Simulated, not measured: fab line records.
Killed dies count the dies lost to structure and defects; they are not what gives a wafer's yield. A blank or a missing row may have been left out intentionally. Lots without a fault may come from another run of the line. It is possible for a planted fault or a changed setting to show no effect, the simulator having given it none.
Problem report in the 8D (eight disciplines) form, filled by code / flow nand harc / the parts of the form that need people (team, actions taken, sign-off) are left out

## 1. PROBLEM STATEMENT
At NHARC_END_SORT_01, killed at periphery averages 396.0 over 6 wafers from 2 lots, while fault-free wafers read 3.2, standard deviation 2.3. That is +99 or more standard deviations from the usual mean.
Seen first at day 23 02:52 on prober-01, wafer L735.1. Wafers with a number at this step in the record: 6, from 2 lots. By rule, "out" or "out of limits" means more than 4 standard deviations away from the usual mean. The rest of the wafers with a number are treated as sound.

## 2. WHAT THIS IS AND IS NOT
question=which readings at this step; is=killed at periphery, killed dies; is not=killed at array, killed at other, killed open, killed short
question=which lots; is=L735, L736; is not=-
question=which wafers of those lots; is=all that have a number; is not=-
question=read on which gauges; is=prober-01; is not=-
question=when; is=from day 23 02:52; is not=up to then (0 sound wafers)

## 3. THE SUSPECTS, EACH WITH WHAT RULES IT OUT
Counting: a tool at any process step up to the reading remains a suspect when it ran all the lots that are out and ran no sound lot after the first of those.
- the gauge at NHARC_END_SORT_01: kept. All the wafers that are out were read on prober-01, and no step on other tools shows them out.
- furnace-08 at NHARC_P_STI_OXIDE_33 (material SiO2, target thk 10 nm, ox time 281 s): kept. It ran every lot that is out, first L735 (day 6 18:10), and no sound lot after that.
- rie diel-11 at NHARC_A_M1_ETCH_28 (etches the open film in CF4/N2, target depth 30 nm, time 72.99 s): kept. It ran every lot that is out, first L735 (day 21 15:44), and no sound lot after that. NHARC_A_M1_ETCH_28: start missing for some lots; hours and lot order therefore follow NHARC_A_BONDPAD_CD_MEAS_09.
Still standing after the count: furnace-08 at NHARC_P_STI_OXIDE_33, rie diel-11 at NHARC_A_M1_ETCH_28, prober-01 at NHARC_END_SORT_01.

## 4. THE CAUSE (what the simulator had put in)
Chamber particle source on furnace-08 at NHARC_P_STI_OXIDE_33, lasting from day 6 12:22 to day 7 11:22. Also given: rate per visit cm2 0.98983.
Of the 3 suspects that counting leaves, this tool is one.

## 5. THE CHAIN OF EFFECTS, in route order
Each row: a reading whose mean over the struck wafers that have a number lies more than 3 standard deviations from the usual. Only readings whose record carries a usual standard deviation are examined. hours: median over the lots of the time between each lot's start at the first step of this table that gives one and its start at this step. sigmas: the change, counted in usual standard deviations.
hours=0; step=NHARC_END_SORT_01; reading=killed at periphery; usual=3.2; on struck wafers=396.0; change=+392.8; sigmas=+99 or more
hours=0; step=NHARC_END_SORT_01; reading=killed dies; usual=30; on struck wafers=415; change=+385; sigmas=+42

## 6. HOW IT WOULD HAVE BEEN CAUGHT EARLIER
398 hours passed between the start of the fault at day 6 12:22 and the first reading out of limits at a measuring or inspecting step in this record, taken at day 23 02:52.
An alarm limit of 4 standard deviations would not have fired on the tool readings at NHARC_P_STI_OXIDE_33 for which the record gives a usual standard deviation, since none of them was out on any struck wafer.
By day 23 02:52, every lot that is out (2) had started NHARC_P_STI_OXIDE_33 on furnace-08. None of them would have been spared by holding the tool at that moment.
